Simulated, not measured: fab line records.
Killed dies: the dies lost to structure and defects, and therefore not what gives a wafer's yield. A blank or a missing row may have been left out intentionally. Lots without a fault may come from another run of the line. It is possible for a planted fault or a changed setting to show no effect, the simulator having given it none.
fab line records	flow n5Finfet
[record] lots = 11	wafers = 33	lastDay = 16
route steps=1938 shown BEOL_M9@1452 MIM_BOT_LITHO@1863 TV_OPEN@1888 PASSIVATION@1908
lots untouched by any fault: they come from a run of this same line in which no faults occurred
startH: hours from the record's first day to the start of the lot's first wafer shown	waitH: time in hours since the lot's previous step	" as in the row above	L1.1+2: a single row standing in for several wafers	- value missing, or start not given	* or withheld: withheld	< > ~ a bound
route shown NAME@n: a module of which the file shows steps, and the number in the route of the first	usual: mean/standard deviation of fault-free wafers	same: alike in all rows	chamber/n: place in a boat	sites: readings site by site	_std_site: how widely they spread, as a standard deviation	_edge_site: mean of outer sites minus mean of inner sites	radiusMm: for every site, how far away it sits from the centre of the wafer	mask NAME#n: copy n	behind: the tool/chamber that last shaped the wafer	hold: what put the lot on hold/how long, in hours/how the hold closed	device: the transistor (n, p or np) that didn't switch	end of line: the tests these same wafers got at the end of their route	for a step that has no rows: nothing shown but its recipe	killed: dies lost to structure and defects at the first sort, not the wafer's yield	map: the dies of a wafer, with x for killed, . for not killed, _ for no die there
set.NAME: the setting that was run; set.NAME@STEP: the one run at that earlier step	model.NAME: the simulator's own value behind a step, which no gauge read
route steps across a sampled set of lots; one table per step, one row per wafer
services: from which hour (startH, from the record's first day; less than 0 if before it) a tool's chamber was out of use, for how many hours, and why
[[steps]]
[step N5_BEOL_M9_PRECLEAN_42]
[recipe] chemistry = residueRemover	timeS = 60	tempC = 40
[usual] bathGuardTempC = 39.9/0.57
lot.wafer	tool	chamber	startH	waitH	bathGuardTempC
L579.2	wetBench-01	0	211.15	0.0	39.9
L579.3	"	1	"	"	38.6
L579.4	"	7	"	"	40.3
L580.1	wetBench-01	7	227.91	0.0	40.1
L580.4	"	6	"	"	39.6
L580.5	"	3	"	"	40.4
L583.1	wetBench-02	0	233.03	0.0	39.3
L583.4	"	4	"	"	39.5
L583.5	"	1	"	"	39.0
L585.3	wetBench-04	3	249.34	0.0	40.1
L585.4	"	2	"	"	40.5
L585.5	"	0	"	"	40.6
L587.1	wetBench-02	5	257.14	0.0	39.4
L587.4	"	0	"	"	38.9
L587.6	"	6	"	"	40.3
L590.3	wetBench-01	2	278.98	0.0	39.4
L590.5	"	7	"	"	40.2
L590.6	"	3	"	"	40.1
L589.1	wetBench-04	2	292.09	0.0	40.3
L589.2	"	1	"	"	40.5
L589.6	"	7	"	"	39.4
L593.2	wetBench-01	5	294.32	0.0	39.6
L593.5	"	1	"	"	38.9
L593.6	"	0	"	"	39.7
L592.1	wetBench-01	3	300.65	0.0	40.4
L592.2	"	2	"	"	39.4
L592.3	"	1	"	"	38.8
L598.1	wetBench-01	6	320.25	0.0	39.6
L598.5	"	2	"	"	39.4
L598.6	"	1	"	"	39.0
L597.2	wetBench-02	6	330.05	0.0	40.4
L597.4	"	1	"	"	39.5
L597.5	"	3	"	"	39.8
[step N5_MIM_BOT_LITHO_OVL_MEAS_11]
[recipe] pointsPerWafer = 44
[usual] MIM_BOT_OVL = 1/5.2
lot.wafer	tool	chamber	startH	waitH	MIM_BOT_OVL[nm]
L579.2	overlay-01	0	263.03	0.0	-2
L579.3	"	0	"	"	0
L579.4	"	0	"	"	0
L580.1	overlay-02	0	275.64	0.0	-8
L580.4	"	0	"	"	-2
L580.5	"	0	"	"	-3
L583.1	overlay-01	0	281.11	0.0	-12
L583.4	"	0	"	"	-4
L583.5	"	0	"	"	-10
L585.3	overlay-02	0	295.34	0.0	-2
L585.4	"	0	"	"	-4
L585.5	"	0	"	"	-6
L587.1	overlay-01	0	298.76	0.0	2
L587.4	"	0	"	"	2
L587.6	"	0	"	"	0
L590.3	overlay-02	0	325.69	0.0	-7
L590.5	"	0	"	"	-3
L590.6	"	0	"	"	-2
L589.1	overlay-02	0	345.79	0.0	-2
L589.2	"	0	"	"	-3
L589.6	"	0	"	"	0
L593.2	overlay-02	0	350.60	0.0	2
L593.5	"	0	"	"	-6
L593.6	"	0	"	"	-7
L592.1	overlay-01	0	351.43	0.0	-4
L592.2	"	0	"	"	1
L592.3	"	0	"	"	5
L598.1	overlay-01	0	370.89	0.0	8
L598.5	"	0	"	"	2
L598.6	"	0	"	"	1
L597.2	overlay-02	0	381.02	0.0	-6
L597.4	"	0	"	"	1
L597.5	"	0	"	"	2
[step N5_PASSIVATION_VIA_ETCH_13]
[recipe] chemistry = CHF3/O2	target = SiO2	targetDepthA = 6600	CHF3_flow_sccm = 50	O2_flow_sccm = 5	Ar_flow_sccm = 200	timeS = 330	maskMaterial = PR	pressureMtorr = 30	sourceW = 650	biasW = 170	ionEnergyEv = 200	ends = cleared
[usual] biasW = 170.0/0.46	drypumpMotorCurrentA = 5.7/0.49	etchRfOnTimeS = 234/3.7	oesProductAu = 0.74/0.057	rfVppV = 525/4	showerheadPlenumPTorr = 2.42/0.07	throttleValvePct = 18.78/0.19
lot.wafer	tool	chamber	startH	waitH	biasW	drypumpMotorCurrentA	etchRfOnTimeS	oesProductAu	rfHoursCounterH	rfVppV	showerheadPlenumPTorr	throttleValvePct
L579.2	rieDiel-03	0	264.85	0.0	169.6	5.7	236	0.81	41	529	2.36	18.38
L579.3	"	2	"	"	169.7	6.4	235	0.77	63	520	2.54	18.73
L579.4	"	3	"	"	170.2	5.7	233	0.79	52	527	2.44	18.79
L580.1	rieDiel-02	2	277.49	0.0	169.6	5.0	235	0.71	112	519	2.33	18.95
L580.4	"	0	"	"	169.2	6.1	243	0.66	-	525	2.49	18.53
L580.5	"	1	"	"	169.3	5.8	241	0.84	-	523	2.37	19.00
L583.1	rieDiel-03	1	282.85	0.0	170.0	6.6	235	0.64	234	524	2.47	19.00
L583.4	"	0	"	"	169.4	5.7	240	0.80	46	530	2.36	18.38
L583.5	"	0	"	"	169.7	5.7	238	0.80	-	529	2.36	18.38
L585.3	rieDiel-01	0	300.25	0.0	170.0	5.8	237	0.72	84	526	2.54	19.02
L585.4	"	2	"	"	169.4	4.8	234	0.71	117	524	2.32	18.62
L585.5	"	2	"	"	169.7	4.9	234	0.72	-	525	2.32	18.63
L587.1	rieDiel-03	1	300.68	0.0	169.7	6.6	232	0.64	239	524	2.47	19.01
L587.4	"	0	"	"	170.3	5.6	236	0.80	51	530	2.35	18.41
L587.6	"	3	"	"	170.4	5.8	231	0.77	-	525	2.44	18.79
L590.3	rieDiel-03	1	330.08	0.0	170.2	6.6	239	0.62	247	525	2.46	19.04
L590.5	"	0	"	"	170.4	5.7	242	0.77	-	529	2.35	18.39
L590.6	"	3	"	"	169.6	5.7	232	0.76	-	526	2.44	18.79
L589.1	rieDiel-03	3	349.34	0.0	170.1	5.8	232	0.75	79	527	2.43	18.80
L589.2	"	2	"	"	170.4	6.4	236	0.73	90	519	2.53	18.75
L589.6	"	2	"	"	169.9	6.4	241	0.73	-	519	2.53	18.78
L593.2	rieDiel-02	3	353.01	0.0	170.9	4.9	231	0.81	21	528	2.45	18.75
L593.5	"	1	"	"	170.1	5.8	233	0.80	-	523	2.36	19.03
L593.6	"	0	"	"	169.9	6.1	235	0.65	-	525	2.48	18.59
L592.1	rieDiel-01	1	355.06	0.0	170.4	5.7	233	0.67	193	527	2.40	18.89
L592.2	"	3	"	"	170.0	5.5	231	0.74	89	534	2.44	18.88
L592.3	"	2	"	"	169.8	4.9	230	0.70	133	522	2.31	18.65
L598.1	rieDiel-03	2	373.92	0.0	170.7	6.4	233	0.72	95	520	2.53	18.79
L598.5	"	2	"	"	170.6	6.4	234	0.72	-	519	2.53	18.79
L598.6	"	1	"	"	169.8	6.6	232	0.86	-	524	2.46	18.60
L597.2	rieDiel-03	2	382.77	0.0	169.9	6.4	233	0.72	98	517	2.53	18.77
L597.4	"	3	"	"	169.6	5.7	231	0.75	-	526	2.43	18.83
L597.5	"	1	"	"	169.9	6.6	232	0.86	-	525	2.46	18.62
[step N5_PASSIVATION_DESCUM_32]
[recipe] chemistry = O2	timeS = 7.9	sourcePowerW = 50	biasPowerW = 20	pressureMtorr = 20	rfFrequencyHz = 2.712e+07	tempC = 40	o2FlowSccm = 225
[usual] drypumpMotorCurrentA = 5.8/0.36	o2FlowSccm = 225.0/0.69	oesProductAu = 0.79/0.062	rfVppV = 243.5/1.2	showerheadPlenumPTorr = 2.12/0.054	throttleValvePct = 20.29/0.27
lot.wafer	tool	chamber	startH	waitH	drypumpMotorCurrentA	o2FlowSccm	oesProductAu	rfHoursCounterH	rfVppV	showerheadPlenumPTorr	throttleValvePct
L579.2	rieDiel-04	3	266.55	0.3	5.6	223.9	0.88	40	244.4	2.13	20.09
L579.3	"	1	"	"	6.0	225.7	0.82	90	243.6	2.11	20.03
L579.4	"	0	"	"	5.4	224.3	0.83	80	243.3	2.12	20.38
L580.1	rieDiel-04	0	279.39	0.1	5.4	223.9	0.83	85	242.7	2.12	20.41
L580.4	"	2	"	"	5.9	224.9	0.78	127	243.1	2.10	20.69
L580.5	"	3	"	"	5.6	224.9	0.87	-	245.1	2.13	20.07
L583.1	rieDiel-05	0	284.57	0.6	5.1	225.6	0.84	58	244.0	2.21	20.45
L583.4	"	1	"	"	5.6	225.9	0.71	179	244.0	2.17	20.23
L583.5	"	2	"	"	5.8	225.2	0.86	-	243.2	2.12	19.89
L585.3	rieDiel-06	2	302.29	0.2	5.6	224.7	0.74	194	240.2	1.99	20.49
L585.4	"	0	"	"	5.9	224.2	0.70	198	243.0	2.08	20.38
L585.5	"	0	"	"	5.9	225.3	0.71	-	240.8	2.08	20.39
L587.1	rieDiel-06	2	302.43	0.2	5.7	224.1	0.73	194	242.0	1.99	20.51
L587.4	"	0	"	"	5.9	225.0	0.70	198	241.8	2.08	20.38
L587.6	"	0	"	"	5.9	225.0	0.70	-	242.5	2.08	20.37
L590.3	rieDiel-04	0	332.31	0.2	5.5	225.3	0.81	103	243.5	2.11	20.42
L590.5	"	2	"	"	5.9	224.5	0.75	-	243.9	2.09	20.69
L590.6	"	1	"	"	6.0	224.1	0.78	-	243.8	2.10	20.04
L589.1	rieDiel-04	2	350.94	0.0	5.9	226.4	0.76	153	243.3	2.09	20.68
L589.2	"	0	"	"	5.5	225.5	0.80	109	243.2	2.11	20.45
L589.6	"	1	"	"	6.0	225.9	0.78	-	242.9	2.10	20.06
L593.2	rieDiel-04	1	355.89	0.1	6.0	223.9	0.77	123	242.5	2.10	20.08
L593.5	"	2	"	"	5.9	225.5	0.75	-	243.0	2.09	20.71
L593.6	"	3	"	"	5.6	226.0	0.83	-	242.7	2.12	20.12
L592.1	rieDiel-06	2	357.16	0.2	5.6	224.8	0.72	212	240.2	1.98	20.52
L592.2	"	1	"	"	6.4	224.7	0.80	122	245.3	2.20	20.41
L592.3	"	3	"	"	6.6	225.3	0.89	35	243.7	2.22	19.76
L598.1	rieDiel-04	3	376.07	0.3	5.6	224.7	0.82	80	243.2	2.11	20.13
L598.5	"	1	"	"	6.0	225.1	0.76	-	242.9	2.10	20.08
L598.6	"	2	"	"	5.9	224.8	0.74	-	242.6	2.09	20.72
L597.2	rieDiel-06	3	386.37	0.0	6.6	224.3	0.88	45	245.8	2.21	19.79
L597.4	"	0	"	"	5.9	224.6	0.69	224	243.3	2.08	20.41
L597.5	"	1	"	"	6.4	225.3	0.79	-	244.1	2.19	20.45
[step N5_PASSIVATION_PROBE_49]
[usual] defectLimitedYield = 91.3/1.4	killed_at_M0_to_M3 = 34/10	killed_at_M4_up = 13/4.8	killedAtContacts = 12/6.1	killedAtFrontEnd = 40/11	killedAtOther = 3.7/2.8	killedDies = 103/16	killedOpen = 67/12	killedShort = 34/7.4	sort_bin_5_function = 5.1/0.95	sort_bin_6_memory = 3.2/0.62	sortNPass = 1077/16	sortYieldPct = 91.3/1.4
[same] grossDies = 1180	killedAtBackSide = 0	sort_bin_4_leakage[%] = 0	sort_bin_8_speed[%] = 0
lot.wafer	tool	chamber	startH	waitH	defectLimitedYield[%]	killed_at_M0_to_M3	killed_at_M4_up	killedAtContacts	killedAtFrontEnd	killedAtOther	killedDies	killedOpen	killedShort	sort_bin_5_function[%]	sort_bin_6_memory[%]	sortNPass	sortYieldPct[%]
L592.1	prober-01	-	362.08	0.0	89.2	53	16	13	44	2	128	80	44	6.9	3.6	1052	89.2
L592.2	prober-01	-	362.13	0.1	89.6	35	21	16	49	2	123	79	43	6.5	3.5	1057	89.6
L592.3	prober-01	-	362.18	0.1	80.5	15	144	14	51	6	230	65	27	12.9	4.5	950	80.5
L598.1	prober-01	-	382.43	0.0	91.6	26	26	14	31	2	99	69	27	4.4	3.8	1081	91.6
L598.5	prober-01	-	382.63	0.2	90.8	33	14	12	47	3	109	71	37	5.3	3.6	1071	90.8
L598.6	prober-01	-	382.68	0.3	83.4	21	140	11	23	1	196	47	24	10.3	3.8	984	83.4
// killed by level:class
L592.1 STI_FIN_REVEAL:geometricParticle:open=15 BEOL_M0_SAQP:geometricParticle:short=14 MOL_CONTACT_COAG:geometricParticle:open=12 BEOL_M3:geometricParticle:open=10 BEOL_M1:geometricParticle:open=9 FIN_SAQP:geometricParticle:open=6 BEOL_M0_SAQP:geometricParticle:open=6 BEOL_M4:geometricParticle:short=6
L592.2 MOL_CONTACT_COAG:geometricParticle:open=13 BEOL_M0_SAQP:geometricParticle:open=10 FIN_SAQP:geometricParticle:open=9 STI_FIN_REVEAL:geometricParticle:open=9 BEOL_M4:geometricParticle:short=8 FIN_SAQP:geometricParticle:short=7 BEOL_M0_SAQP:geometricParticle:short=7 BEOL_M4:geometricParticle:open=6
L592.3 BEOL_M9:unspecified=135 STI_FIN_REVEAL:geometricParticle:open=14 MOL_CONTACT_COAG:geometricParticle:open=11 FIN_SAQP:geometricParticle:open=6 GATE_CUT:geometricParticle:short=5 STI_FIN_REVEAL:geometricParticle:short=4 GATE_CUT:geometricParticle:open=4 BEOL_M2:geometricParticle:open=4
L598.1 MOL_CONTACT_COAG:geometricParticle:open=12 BEOL_M4:geometricParticle:open=10 BEOL_M0_SAQP:geometricParticle:open=10 DUMMY_GATE:geometricParticle:open=5 STI_FIN_REVEAL:geometricParticle:open=5 BEOL_M1:geometricParticle:open=5 FIN_SAQP:geometricParticle:short=3 GATE_CUT:geometricParticle:open=3
L598.5 STI_FIN_REVEAL:geometricParticle:open=11 BEOL_M0_SAQP:geometricParticle:open=11 BEOL_M0_SAQP:geometricParticle:short=11 MOL_CONTACT_COAG:geometricParticle:open=10 FIN_SAQP:geometricParticle:open=7 FIN_SAQP:geometricParticle:short=6 BEOL_M4:geometricParticle:open=6 DUMMY_GATE:geometricParticle:open=4
L598.6 BEOL_M9:unspecified=125 MOL_CONTACT_COAG:geometricParticle:open=10 BEOL_M2:geometricParticle:open=7 BEOL_M0_SAQP:geometricParticle:short=5 BEOL_M4:geometricParticle:open=4 FIN_SAQP:geometricParticle:short=3 STI_FIN_REVEAL:geometricParticle:open=3 DUMMY_GATE:geometricParticle:short=3
[[services]]
tool	chamber	startH	hours	kind
wetBench-01	-	200.53	1.9	pm
rieDiel-03	3	214.67	3.1	repair
rieDiel-01	0	216.59	1.2	repair
rieDiel-02	-	219.04	0.7	repair
rieDiel-03	2	224.91	9.3	repair
rieDiel-03	0	240.51	12.8	repair
rieDiel-02	3	256.42	2.8	repair
rieDiel-02	2	267.02	6.3	repair
rieDiel-01	0	301.30	18.0	repair
rieDiel-01	2	304.72	3.9	repair
rieDiel-04	0	314.36	2.7	repair
rieDiel-02	-	315.20	0.5	repair
rieDiel-02	2	334.70	5.6	repair
rieDiel-05	0	344.58	14.1	repair
rieDiel-03	-	349.76	2.8	pm
rieDiel-04	-	351.06	0.5	repair
rieDiel-03	2	355.42	7.3	repair
rieDiel-04	0	359.64	29.0	repair
rieDiel-05	3	360.97	47.8	repair
rieDiel-02	1	363.63	4.7	repair
rieDiel-05	-	365.03	0.5	repair
rieDiel-06	-	376.19	2.8	pm
rieDiel-03	0	381.20	5.1	repair
wetBench-01	-	385.14	5.9	repair
[[key]]
[firstSign] step = N5_PASSIVATION_PROBE_49	reading = killed_at_M4_up	direction = up	sigmas = 27	usual = 13	struck = 142
[effect] step = N5_PASSIVATION_PROBE_49	reading = defectLimitedYield	direction = down	sigmas = 6.9	usual = 91.3	struck = 81.9
[moreKillsBornAt] N5_BEOL_M9_PRECLEAN_42@wetBench-01 = 260
metAt N5_BEOL_M9_PRECLEAN_42
struckLots L592,L598
struckWafers L592.3,L598.6
notActingAt N5_MIM_BOT_LITHO_OVL_MEAS_11,N5_PASSIVATION_VIA_ETCH_13,N5_PASSIVATION_DESCUM_32
onsetBetween 294.32 300.65
[fault] kind = chamberParticleSource	tool = wetBench-01	chamber = 1	onsetH = 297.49	steps = N5_BEOL_M9_PRECLEAN_42	ratePerVisitCm2 = 1.1203	endH = 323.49
